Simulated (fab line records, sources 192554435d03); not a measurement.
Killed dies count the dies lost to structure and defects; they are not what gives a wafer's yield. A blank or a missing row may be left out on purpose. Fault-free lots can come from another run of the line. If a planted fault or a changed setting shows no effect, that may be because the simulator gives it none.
A struck lot beside a sound one ; flow n5 finfet ; 38 steps out of a route of 1938
Sound: wafers L680.1, L680.3, L680.6. Struck: wafers L694.2, L694.4, L694.5. The cause is named last.
For every step that has rows: the tool of each side, followed by ch and its chambers, followed by its first start. Under that, the readings that differ: sound wafers ; struck wafers ; difference of the means ; sigmas: that difference in standard deviations of wafers without a fault.
alike: same words and numbers on both sides, and readings whose means sit less than 2 such deviations apart. not compared: any withheld reading, any reading some wafer has no value for, any bound like >300 that may hide the same value, and any number with overlapping values for which the record gives no deviation.
A row with sigmas, a row that says differs or no value, or rows on one side alone: a step with any of these is where the two part. Numbers that don't overlap but have no deviation are shown without sigmas and don't part them. A reading that every wafer of one side lacks parts them only if that side has two wafers or more.

first, 9 steps without rows for these wafers: N5_BEOL_M4_ANNEAL_95 (time 240 s); N5_BEOL_M4_SPUTTER_96 (material Cu, target thk 4.5 nm, time 8.29 s); N5_BEOL_M4_ECD_50 (material Cu, target thk 300 nm); N5_BEOL_M4_ANNEAL_51 (time 90 s); N5_BEOL_M4_CMP_52 (polishes, stops on SiOC, t overpolish 6.8 s, target thk 40 nm); N5_BEOL_M4_PRE_CLEAN_60 (time 15 s); N5_BEOL_M4_CO_CAP_55 (material Co, precursor CCTBA/H2, target thk 2 nm, time 102.1 s); N5_BEOL_M4_PRE_CLEAN_56 (time 15 s); N5_BEOL_M4_DEP_57 (deposits SiCN from 3MS/NH3, target thk 8 nm, time 14 s).
N5_BEOL_M4_RC_MEAS_101:
  sound on prober-02 ch 0, day 8 14:02; struck on prober-02 ch 0, day 12 04:51
reading;sound;struck;difference;sigmas
DIBL_P (mV/V);34.6 33.9 34.1;39.8 37.9 40.0;+5.0;+3
IOFF_N (nA/um);0.138 0.127 0.129;0.212 0.167 0.206;+0.064;+3
ION_N (uA/um);670 667 673;690 691 696;+22;+3
ION_P (uA/um);460 457 462;469 469 475;+11;+2
VT_N (mV);252.4 254.7 253.5;244.8 246.9 245.6;-7.8;-3
  alike: DIBL_N, IOFF_P, SS_N, SS_P, VT_P
then, 24 steps without rows for these wafers: N5_BEOL_M5_ILD_DEP_00 (deposits SiCOH lowk from DEMS/porogen, target thk 140.64 nm, time 25.9 s); N5_BEOL_M5_CURE_79 (cures SiCOH lowk, time 240 s); N5_BEOL_M5_PECVD_70 (deposits SiO2 from TEOS/O2, target thk 16 nm, time 18 s); N5_BEOL_M5_HM_DEP_02 (deposits TiN, target thk 20 nm); N5_BEOL_M5_COAT_59 (time 60 s, resist thk 60 nm); N5_BEOL_M5_COAT_60 (time 60 s, resist thk 12 nm); N5_BEOL_M5_COAT_71 (time 60 s, resist thk 5 nm); N5_BEOL_M5_COAT_05 (resist thk 30 nm); N5_BEOL_M5_EBR_07; N5_BEOL_M5_SOFTBAKE_06 (time 60 s); N5_BEOL_M5_EXPOSE_08 (exposes mask M5, target cd 28 nm); N5_BEOL_M5_PEB_09 (peb time 60 s); N5_BEOL_M5_DEVELOP_10 (develop time 30 s); N5_BEOL_M5_DESCUM_16 (chemistry O2, time 7 s); N5_BEOL_M5_ETCH_72 (etches underlayer in N2/H2, target depth 6.5 nm, time 5.2 s); N5_BEOL_M5_ETCH_61 (etches SiARC in CF4, target depth 15.6 nm, time 26 s); N5_BEOL_M5_ETCH_62 (etches SOC in N2/H2, target depth 75 nm, overetch 15 nm, time 112.5 s); N5_BEOL_M5_STRIP_63 (strips in N2/H2); N5_BEOL_M5_STRIP_73 (strips in N2/H2); N5_BEOL_M5_STRIP_64 (strips in CF4); N5_BEOL_M5_HM_OPEN_17 (chemistry Cl2/BCl3, target TiN, target depth 20 nm, overetch 6 nm); N5_BEOL_M5_STRIP_19 (strips in O2); N5_BEOL_M5_COAT_65 (time 60 s, resist thk 60 nm); N5_BEOL_M5_COAT_66 (time 60 s, resist thk 12 nm).
N5_BEOL_M5_TRENCH_ETCH_37: etches SiCOH lowk in C4F6/O2, target depth 71.652 nm, time 24.7 s.
  sound on rie diel-02 ch 2,3, day 8 20:19; struck on rie diel-02 ch 1,2, day 12 10:23
  no value came back on the struck wafers for any of 9 readings (C4F6_flow_sccm (sccm), O2_flow_sccm (sccm) and others); on the sound wafers C4F6_flow_sccm (sccm) reads 10.01 10.00 9.98
reading;sound;struck;difference;sigmas
model.TiN_of_BEOL_M5_HM_DEP_02.thk nm (nm);17.8 17.8 17.8;19.8 19.8 19.8;+2.0;
  not compared: rf hours counter h
N5_BEOL_M5_OCD_MEAS_38:
  sound on ocd-02 at day 8 20:28; struck on ocd-02 at day 12 10:32
reading;sound;struck;difference;sigmas
trench depth nm (nm);75.3 70.2 74.5;0.1 0.4 0.2;-73.1;-52
N5_BEOL_M5_CMP_52: polishes, stops on SiCOH lowk, t overpolish 6.9 s, target thk 62 nm.
  sound on cmp-01 ch 1,2,3, day 9 04:27; struck on cmp-03 ch 0,1,2, day 12 17:34
reading;sound;struck;difference;sigmas
model.Cu_of_BEOL_M5_ECD_50.thk nm (nm);66.4 61.8 66.6;0.2 1.6 2.8;-63.4;
  alike: motor current A, retaining ring pressure frac
-- a jump in the record: the struck wafers' starts before and after are 4 days apart (it breaks off in module BEOL_M5 and resumes in module PASSIVATION, where the first step shown is number 1936 of the route) --
N5_PASSIVATION_PROBE_49:
  rows exist in the record for the struck wafers here (prober-02, day 16 10:05), but not for the sound ones

== WHERE THEY PART ==
Last at N5_PASSIVATION_PROBE_49 as far as this record goes, first at N5_BEOL_M4_RC_MEAS_101.

WHY: what had been put in by the simulator
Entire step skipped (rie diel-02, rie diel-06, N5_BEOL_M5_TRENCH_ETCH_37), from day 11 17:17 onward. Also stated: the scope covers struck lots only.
